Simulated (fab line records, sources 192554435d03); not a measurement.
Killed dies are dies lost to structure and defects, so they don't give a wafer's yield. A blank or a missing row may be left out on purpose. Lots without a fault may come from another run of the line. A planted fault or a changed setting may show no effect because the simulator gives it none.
One fault seen from 2 desks | flow n5_finfet | each desk has only its own numbers; what lay behind them comes last

THE METROLOGY DESK
What the gauges read, lot by lot, whatever tool the lot ran on: means of the sampled wafers that have a number. A lot is out of limits, marked OUT, if its mean lies more than 4 standard deviations from the usual mean; the brackets give that distance. Of its 10 readings 7 are shown: those that lie furthest out on some lot.
Columns: A = IOFF_N at N5_BEOL_M4_RC_MEAS_101, usual 0.156 nA/um; B = IOFF_P at N5_BEOL_M4_RC_MEAS_101, usual 0.21 nA/um; C = ION_N at N5_BEOL_M4_RC_MEAS_101, usual 674 uA/um; D = ION_P at N5_BEOL_M4_RC_MEAS_101, usual 463 uA/um; E = SS_N at N5_BEOL_M4_RC_MEAS_101, usual 71.5 mV/dec; F = SS_P at N5_BEOL_M4_RC_MEAS_101, usual 73.2 mV/dec; G = VT_P at N5_BEOL_M4_RC_MEAS_101, usual -250 mV
lot  | first seen here | A     | B    | C   | D   | E    | F    | G
L935 | day 8 06:16     | 0.160 | 0.19 | 671 | 455 | 71.5 | 73.9 | -254
L939 | day 9 03:50     | 0.180 | 0.25 | 692 | 477 | 70.9 | 74.2 | -246
L940 | day 9 10:55     | 0.150 | 0.20 | 662 | 458 | 71.5 | 72.5 | -251
L941 | day 10 06:02    | 0.169 | 0.21 | 682 | 465 | 71.2 | 73.3 | -249
L954 | day 14 02:47    | 0.168 | 0.22 | 674 | 463 | 71.8 | 73.7 | -249
This desk's finding: nothing out of limits on any of the 5 lots.

THE TOOL OWNER'S DESK: lpcvd-01
The tool's own readings at N5_DUMMY_GATE_HM_DEP_06 (deposits SiNx from DCS/NH3, target thk 80 nm, time 5141 s): means of the sampled wafers that have a number, for each lot that ran on this tool. A lot is out of limits, marked OUT, if its mean lies more than 4 standard deviations from the usual mean; the brackets give that distance.
Columns: A = spike_tc_lower_C at N5_DUMMY_GATE_HM_DEP_06, usual 701.2 C; B = spike_tc_top_C at N5_DUMMY_GATE_HM_DEP_06, usual 718 C
lot  | first seen here | A     | B
L935 | day 3 12:29     | 701.8 | 714
L939 | day 4 11:30     | 701.9 | 714
L940 | day 4 17:37     | 701.7 | 723
L941 | day 5 01:11     | 700.6 | 723
This desk's finding: nothing out of limits on any of the 4 lots.

PUT TOGETHER
The metrology desk saw nothing out of limits.
The tool owner's desk saw nothing out of limits.

WHAT THE SIMULATOR HAD PUT IN
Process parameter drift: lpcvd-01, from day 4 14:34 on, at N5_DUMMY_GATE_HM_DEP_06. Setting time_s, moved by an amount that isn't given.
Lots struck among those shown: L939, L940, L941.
